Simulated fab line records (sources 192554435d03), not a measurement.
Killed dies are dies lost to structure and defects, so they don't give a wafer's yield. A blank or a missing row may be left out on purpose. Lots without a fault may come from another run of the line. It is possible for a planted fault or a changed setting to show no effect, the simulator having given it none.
A lot that was struck, set against a sound lot ; flow n5-finfet ; 39 steps out of a route of 1938
Sound: the wafers L602.1, L602.2. Struck: wafers L603.1, L603.2, L603.4. The cause is named last.
Order at every step that has rows: each side's tool, ch and its chambers, its first start. Under that, the readings that differ: sound wafers ; struck wafers ; difference of the means ; sigmas: that difference in standard deviations of wafers without a fault.
alike: words and numbers the same on both sides, and readings whose means are apart by under 2 such deviations; not compared: readings that were withheld, readings missing a value for some wafer, numbers with overlapping values and no deviation given by the record, and bounds like >300 which may hide the same value.
A row with sigmas, a row that says differs or no value, or rows on one side alone: a step with any of these is where the two part. When numbers do not overlap yet have no deviation, they are printed without sigmas and do not part them. Lack of a reading on every wafer of one side parts them only where that side has two or more wafers.

first, 10 steps without rows for these wafers: N5_FIN_CUT_STRIP_22 (strips in N2/H2); N5_FIN_CUT_PRECLEAN_36 (cleans in O3/DIW, time 60 s); N5_FIN_CUT_SRD_32 (time 30 s); N5_FIN_CUT_UV_OZONE_34 (time 120 s); N5_STI_FIN_REVEAL_ALD_00 (deposits SiO2, target thk 1 nm, pulse time 1 s); N5_STI_FIN_REVEAL_ALD_14 (deposits Si3N4, target thk 3 nm); N5_STI_FIN_REVEAL_FCVD_FILL_01 (material SiO2 flowable, target thk 312 nm, time 512.2 s); N5_STI_FIN_REVEAL_DENSIFY_02 (time 1800 s); N5_STI_FIN_REVEAL_CMP_04 (polishes, stops on Si3N4, t overpolish 4 s, target thk 131.83 nm); N5_STI_FIN_REVEAL_DENSIFY_30.
N5_STI_FIN_REVEAL_ETCHBACK_08: etches SiO2 in C4F6/O2, target depth 30.5 nm, time 10.167 s.
  sound on rie-diel-04 ch 1,3, day 5 10:26; struck on rie-diel-04 ch 0,2,3, day 5 15:31
  alike: drypump-motor-current-A, oes-product-au, rf-vpp-V, showerhead-plenum-p-Torr, throttle-valve-pct
  not compared: rf-hours-counter-h
then, 16 steps without rows for these wafers: N5_STI_FIN_REVEAL_STRIP_24 (strips in N2/H2, time 90 s); N5_STI_FIN_REVEAL_PRECLEAN_25 (cleans in SPM, time 90 s); N5_STI_FIN_REVEAL_PRECLEAN_26 (cleans in SC1, time 45 s); N5_STI_FIN_REVEAL_PRECLEAN_29 (cleans in DHF, time 30 s); N5_STI_FIN_REVEAL_SRD_12 (time 30 s); N5_STI_FIN_REVEAL_RECESS_09 (chemistry HF/NH3, target SiO2, afs cycles 11, target depth 42.5 nm, sublimation time 60 s); N5_STI_FIN_REVEAL_STRIP_16 (strips SiNx in H3PO4, target depth 23.8 nm); N5_STI_FIN_REVEAL_PRECLEAN_17 (cleans in NF3:NH3, afs cycles 1, time 20 s, sublimation time 60 s); N5_STI_FIN_REVEAL_ETCH_34 (etches Si in H2, material Si, target depth 0.97 nm); N5_STI_FIN_REVEAL_OXIDATION_31 (chemistry O2 PLASMA REMOTE, time 20 s); N5_STI_FIN_REVEAL_PRECLEAN_32 (cleans in NF3:NH3, afs cycles 1, time 20 s, sublimation time 60 s); N5_STI_FIN_REVEAL_STRIP_35 (strips Si3N4 in H3PO4, target depth 4 nm, time 39 s); N5_STI_FIN_REVEAL_SRD_21 (time 30 s); N5_STI_FIN_REVEAL_OXIDATION_33 (chemistry O2 PLASMA REMOTE, time 20 s); N5_STI_FIN_REVEAL_CLEAN_19 (cleans in O3/DIW, time 120 s); N5_STI_FIN_REVEAL_SRD_23 (time 30 s).
N5_STI_FIN_REVEAL_FIN_H_MEAS_10:
  sound: ocd-01 at day 5 13:55; struck: ocd-01 at day 5 19:00
reading;sound;struck;difference;sigmas
trench-depth-nm (nm);51.9 53.7;43.7 43.9 42.8;-9.3;-12
then, 9 steps without rows for these wafers: N5_STI_FIN_REVEAL_PRECLEAN_18 (cleans in SC2, time 45 s); N5_STI_FIN_REVEAL_SRD_28 (time 30 s); N5_DUMMY_GATE_PRECLEAN_00 (cleans in O3/DIW, time 60 s); N5_DUMMY_GATE_SRD_01 (time 30 s); N5_DUMMY_GATE_ALD_02 (deposits SiO2, target thk 2 nm, pulse time 1 s); N5_DUMMY_GATE_CVD_03 (deposits a-Si from SiH4, target thk 150 nm, time 8042 s); N5_DUMMY_GATE_PRECLEAN_46 (cleans in DIW, time 89.5 s); N5_DUMMY_GATE_SRD_47 (dry time 32 s); N5_DUMMY_GATE_CMP_04 (polishes a-Si).
-- a jump in the record: the struck wafers' starts before and after are 9 days apart (it breaks off in module DUMMY_GATE and resumes in module BEOL_M4, where the first step shown is number 1111 of the route) --
N5_BEOL_M4_RC_MEAS_101:
  sound on prober-01 ch 0, day 14 05:10; struck on prober-02 ch 0, day 14 14:45
reading;sound;struck;difference;sigmas
DIBL_P (mV/V);39.1 39.7;60.5 58.7 98.7;+33.2;+14
IOFF_P (nA/um);0.26 0.27;4.82 4.15 32.18;+13.45;+99 or more
IOFF_P_85C (nA/um);4.4 4.5;50.4 45.2 247.8;+110.0;+99 or more
IOFF_P_LIN (nA/um);0.119 0.118;0.273 0.237 0.646;+0.267;+19
ION_P (uA/um);469 477;401 402 399;-72;-9
REXT_P (ohm.um);99.7 100.2;112.5 111.6 114.7;+13.0;+6
SS_P (mV/dec);73.6 73.5;103.6 104.3 152.7;+46.6;+66
  alike: VT_P
  not compared: DIBL_N, IOFF_N, IOFF_N_85C, IOFF_N_LIN, ION_N, SS_N, VT_N
-- here the record skips 4 days between the struck wafers' starts before and after, leaving off in module BEOL_M4 and picking up in module PASSIVATION (first step shown: number 1936 of the route) --
N5_PASSIVATION_PROBE_49:
  sound: prober-01 at day 18 12:34; struck: prober-01 at day 19 01:26
reading;sound;struck;difference;sigmas
killed-short;44;24 28 15;-22;-3
sort_bin_4_leakage (%);0;91.95 90.85 93.73;+92.18;+99 or more
sort-n-pass;1061;0 0 0;-1061;-62
sort-yield-pct (%);89.9;0 0 0;-90;-64
  alike: defect-limited-yield, killed_at_M0_to_M3, killed_at_M4_up, killed-at-contacts, killed-at-front-end, killed-at-other, killed-dies, killed-open, sort_bin_5_function, sort_bin_6_memory

WHERE THEY PART
At N5_STI_FIN_REVEAL_FIN_H_MEAS_10 first; at N5_PASSIVATION_PROBE_49 last (within this record only).

WHY: the cause the simulator had injected
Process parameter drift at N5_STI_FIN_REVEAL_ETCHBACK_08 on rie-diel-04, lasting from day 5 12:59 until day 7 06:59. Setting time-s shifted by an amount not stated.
